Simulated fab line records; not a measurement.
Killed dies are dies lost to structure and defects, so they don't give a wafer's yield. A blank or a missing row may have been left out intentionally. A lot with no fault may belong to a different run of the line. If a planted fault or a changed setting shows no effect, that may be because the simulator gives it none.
Struck lot and sound lot, side by side | flow n5 finfet | 16 steps out of a route of 1938
Sound: wafers L110.1, L110.3, L110.4. The struck wafers were L118.2, L118.5, L118.6. The cause is given at the end.
Each step with rows lists, per side, the tool, then ch with its chambers, then its first start. Under that, the readings that differ: sound wafers | struck wafers | difference of the means | sigmas: that difference in standard deviations of wafers without a fault.
alike: same words and numbers on both sides, and readings whose means sit less than 2 such deviations apart. not compared: any withheld reading, any reading some wafer has no value for, any bound like >300 that may hide the same value, and any number with overlapping values for which the record gives no deviation.
The two part at a step that has a row with sigmas, a row that says differs or no value, or rows on one side only. Numbers that have no deviation but don't overlap get no sigmas and don't part them. Lack of a reading on every wafer of one side parts them only where that side has two or more wafers.

N5_DUMMY_GATE_ETCH_42: etches SiO2 in CHF3/O2, target depth 3.5 nm, time 31 s.
  sound on rie diel-03 ch 1,2,3, day 2 23:25; struck on rie diel-02 ch 1,2, day 5 02:31
  alike: drypump motor current A, mfc ar sccm, oes_f_703_au, oes_o_777_au, oes product au, rf vpp V, showerhead plenum p Torr, throttle valve pct
  not compared: rf hours counter h
N5_DUMMY_GATE_STRIP_48: strips in N2/H2, time 20 s.
  sound on rie diel-03 ch 1,2,3, day 2 23:28; struck on rie diel-02 ch 1,2, day 5 02:34
  alike: drypump motor current A, oes product au, rf vpp V, showerhead plenum p Torr, throttle valve pct
  not compared: rf hours counter h
then, 5 steps without rows for these wafers: N5_DUMMY_GATE_PRECLEAN_33 (cleans in dHF, time 10 s); N5_DUMMY_GATE_PRECLEAN_25 (cleans in O3/DIW, time 45 s); N5_DUMMY_GATE_PRECLEAN_51 (cleans in SC2, time 45 s); N5_DUMMY_GATE_SRD_26 (time 30 s); N5_DUMMY_GATE_UV_OZONE_45 (time 120 s).
N5_DUMMY_GATE_INSPECT_27: inspects for defects (brightfield).
  struck on defect inspect-02, day 5 02:46; sound on defect inspect-02, day 2 23:40
  alike: raw defect count
N5_SPACER0_ALD_07: deposits SiNx, target thk 2 nm.
  sound on ald sin-03 ch 0,1,3, day 3 00:23; struck on ald sin-03 ch 0,1,3, day 5 02:47
  alike: heater power w
  not compared: since wet clean h
N5_SPACER0_ALD_00: deposits SiOCN, target thk 3.5 nm, pulse time 3 s, purge time 2 s.
  sound on ald sin-03 ch 0,1,3, day 3 00:32; struck on ald sin-03 ch 0,1,3, day 5 02:57
  alike: heater power w, precursor pulse height rel
  not compared: since wet clean h
N5_SPACER0_ALD_08: deposits SiNx, target thk 2 nm.
  sound on ald sin-03 ch 0,1,3, day 3 00:47; struck on ald sin-03 ch 0,1,3, day 5 03:12
  alike: heater power w
  not compared: since wet clean h
N5_SPACER0_INSPECT_04: inspects for defects (darkfield).
  struck on defect inspect-02, day 5 03:22; sound on defect inspect-02, day 3 00:57
  alike: raw defect count
N5_SD_EPI_N_COAT_32: time 60 s, resist thk 350 nm.
  sound on litho track-05 ch 0, day 3 00:59; struck on litho track-02 ch 0, day 5 03:23
  reading                                   | sound                | struck               | difference | sigmas
  spin speed rpm (rpm)                      | 1499.0 1501.2 1500.0 | 1636.6 1637.1 1636.9 | +136.8     | +99 or more
  model.SOC_of_SD_EPI_N_COAT_32.thk nm (nm) | 350.8 350.8 351.2    | 335.6 335.2 336      | -15.3      |
  alike: heater power total W, resist line temp C
then, 1 step without rows for these wafers: N5_SD_EPI_N_COAT_33 (time 60 s, resist thk 35 nm).
-- here the record skips 7 days between the struck wafers' starts before and after, leaving off in module SD_EPI_N and picking up in module BEOL_M4 (first step shown: number 1111 of the route) --
N5_BEOL_M4_RC_MEAS_101:
  sound on prober-02 ch 0, day 8 15:39; struck on prober-02 ch 0, day 11 17:29
  alike: DIBL_N, DIBL_P, IOFF_N, IOFF_P, ION_N, ION_P, SS_N, SS_P, VT_N, VT_P
-- here the record skips 4 days between the struck wafers' starts before and after, leaving off in module BEOL_M4 and picking up in module PASSIVATION (first step shown: number 1936 of the route) --
N5_PASSIVATION_PROBE_49:
  only the struck wafers here have rows in the record (prober-01, day 16 00:57); the sound ones have none

## WHERE THEY PART
Last at N5_PASSIVATION_PROBE_49 as far as this record goes, first at N5_SD_EPI_N_COAT_32.

WHY: the cause the simulator had injected
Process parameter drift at N5_SD_EPI_N_COAT_32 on litho track-02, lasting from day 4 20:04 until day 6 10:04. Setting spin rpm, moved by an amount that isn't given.
